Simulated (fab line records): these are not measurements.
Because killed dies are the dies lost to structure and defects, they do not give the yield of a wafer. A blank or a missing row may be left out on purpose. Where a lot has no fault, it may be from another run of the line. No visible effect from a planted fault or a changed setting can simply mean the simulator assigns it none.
A struck lot beside a sound one	flow nand_harc	28 out of 1302 route steps
Sound: wafers L837.1, L837.3, L837.5. Struck: wafer L832.5 (left out: L832.1, L832.3 of the same lot, which were not struck); the cause appears at the end.
Each step with rows lists, per side, the tool, then ch with its chambers, then its first start. Under that, the readings that differ: sound wafers	struck wafers	difference of the means	sigmas: that difference in standard deviations of wafers without a fault.
alike: same words and numbers on both sides, and readings whose means sit less than 2 such deviations apart. not compared: any withheld reading, any reading some wafer has no value for, any bound like >300 that may hide the same value, and any number with overlapping values for which the record gives no deviation.
The two part at a step that has a row with sigmas, a row that says differs or no value, or rows on one side only. Non-overlapping numbers with no deviation appear without sigmas and do not part them. A reading missing from all wafers of one side parts the sides only when that side holds two or more wafers.

NHARC_A_CHANNEL_HOLE_D2_INSPECT_12:
  sound on defect_inspect-02, day 20 00:14; struck on defect_inspect-02, day 17 21:10
  alike: raw_defect_count
NHARC_A_CHANNEL_HOLE_D2_DESCUM_15: chemistry O2, time 3 s.
  sound on rie_diel-01 ch 0,1,3, day 20 00:18; struck on rie_diel-01 ch 2, day 17 21:13
  alike: drypump_motor_current_A, oes_product_au, rf_vpp_V, showerhead_plenum_p_Torr, throttle_valve_pct
  not compared: rf_hours_counter_h
then, 3 steps without rows for these wafers: NHARC_A_CHANNEL_HOLE_D2_ETCH_38 (etches the open film in CF4, target depth 39 nm, time 65 s); NHARC_A_CHANNEL_HOLE_D2_ETCH_39 (etches the open film in N2/H2, target depth 260 nm, time 325 s); NHARC_A_CHANNEL_HOLE_D2_ETCH_34 (etches the open film in CF4/CHF3, target depth 154 nm, time 77 s).
NHARC_A_CHANNEL_HOLE_D2_ETCH_16: etches the open film in O2/COS, target depth 3100 nm, time 806 s.
  sound: rie_diel-01 ch 1,2; struck: rie_diel-01 ch 2
  alike: drypump_motor_current_A, oes_product_au, rf_vpp_V, showerhead_plenum_p_Torr, throttle_valve_pct
  not compared: rf_hours_counter_h
NHARC_A_CHANNEL_HOLE_D2_CD_MEAS_18:
  sound on cd_sem-01, day 20 01:25; struck on cd_sem-01, day 17 22:19
  alike: cd_nm
NHARC_A_CHANNEL_HOLE_D2_ETCH_19: etches the open film in C4F8/O2/Ar, time 34.5 s.
  sound on har_etch-02 ch 1, day 20 01:30; struck on har_etch-02 ch 0, day 17 22:23
  alike: drypump_motor_current_A, showerhead_plenum_p_Torr, throttle_valve_pct
  not compared: rf_hours_counter_h
then, 4 steps without rows for these wafers: NHARC_A_CHANNEL_HOLE_D2_ETCH_20 (etches the open film in C4F8/O2/Ar, time 361.9 s, target depth 1600 nm); NHARC_A_CHANNEL_HOLE_D2_ETCH_21 (etches the open film in C4F8/O2/Ar, time 514.3 s, target depth 1600 nm); NHARC_A_CHANNEL_HOLE_D2_ETCH_22 (etches the open film in C4F8/O2/Ar, time 666.7 s, target depth 1600 nm); NHARC_A_CHANNEL_HOLE_D2_ETCH_23 (etches the open film in C4F8/O2/Ar, time 819 s, target depth 1600 nm).
NHARC_A_CHANNEL_HOLE_D2_ETCH_24: etches the open film in C4F8/O2/Ar, time 906.2 s, target depth 1500 nm.
  sound on har_etch-02 ch 1, day 20 03:44; struck on har_etch-02 ch 0, day 18 00:30
  alike: drypump_motor_current_A, showerhead_plenum_p_Torr, throttle_valve_pct
  not compared: rf_hours_counter_h
then, 7 steps without rows for these wafers: NHARC_A_CHANNEL_HOLE_D2_ETCH_25 (etches the open film in C4F8/O2/Ar, time 1040.2 s, target depth 1500 nm); NHARC_A_CHANNEL_HOLE_D2_ETCH_26 (etches the open film in C4F8/O2/Ar, time 224.1 s, target depth 300 nm); NHARC_A_CHANNEL_HOLE_D2_ETCH_27 (etches the open film in C4F8/O2/Ar, time 90 s, target depth 400 nm); NHARC_A_CHANNEL_HOLE_D2_STRIP_41 (strips in N2/H2); NHARC_A_CHANNEL_HOLE_D2_STRIP_42 (strips in CF4/CHF3); NHARC_A_CHANNEL_HOLE_D2_STRIP_43 (strips in O2/COS); NHARC_A_CHANNEL_HOLE_D2_ETCH_44 (etches the open film in CF4/O2, target depth 140 nm, overetch 14 nm, time 77 s).
NHARC_A_CHANNEL_HOLE_D2_STRIP_28: strips in O2.
  sound: rie_diel-07 ch 0,2,3; struck: rie_diel-07 ch 0
reading	sound	struck	difference	sigmas
oes_product_au (a.u.)	1.008 1.007 1.008	0.985	-0.023	-3
  alike: drypump_motor_current_A, rf_vpp_V, showerhead_plenum_p_Torr, throttle_valve_pct
  not compared: rf_hours_counter_h
then, 2 steps without rows for these wafers: NHARC_A_CHANNEL_HOLE_D2_PRECLEAN_29 (cleans in SC1); NHARC_A_CHANNEL_HOLE_D2_SRD_30.
NHARC_A_CHANNEL_HOLE_D2_CD_MEAS_31:
  sound on cd_sem-02, day 20 07:00; struck on cd_sem-01, day 18 03:53
  alike: cd_nm
NHARC_A_CHANNEL_HOLE_D2_XSEM_32:
  sound on xsem-01 ch 0, day 20 07:06; struck on xsem-01 ch 0, day 18 03:58
  alike: bot_cd_nm, bow_nm, tilt_deg
NHARC_A_CHANNEL_HOLE_D2_INSPECT_40:
  sound on defect_inspect-01, day 20 07:11; struck on defect_inspect-02, day 18 04:04
reading	sound	struck	difference	sigmas
raw_defect_count	196 201 215	608	+404	+5
then, 1 step without rows for these wafers: NHARC_A_CHANNEL_FILL_D2_PRECLEAN_00 (cleans in SC1).
-- break in the record here, with 10 days between the starts of the struck wafers on either side (left off in module A_CHANNEL_FILL_D2, picked up again in module END, where the first step shown is number 1302 on the route) --
NHARC_END_SORT_01:
  sound on prober-01 ch 0, day 31 14:05; struck on prober-01 ch 0, day 28 12:20
reading	sound	struck	difference	sigmas
killed_open	5 5 5	9	+4	+2
  alike: killed_at_array, killed_at_other, killed_at_periphery, killed_dies, killed_short

WHERE THEY PART
At NHARC_A_CHANNEL_HOLE_D2_STRIP_28 first; at NHARC_END_SORT_01 last (within this record only).

WHY: whatever the simulator had introduced
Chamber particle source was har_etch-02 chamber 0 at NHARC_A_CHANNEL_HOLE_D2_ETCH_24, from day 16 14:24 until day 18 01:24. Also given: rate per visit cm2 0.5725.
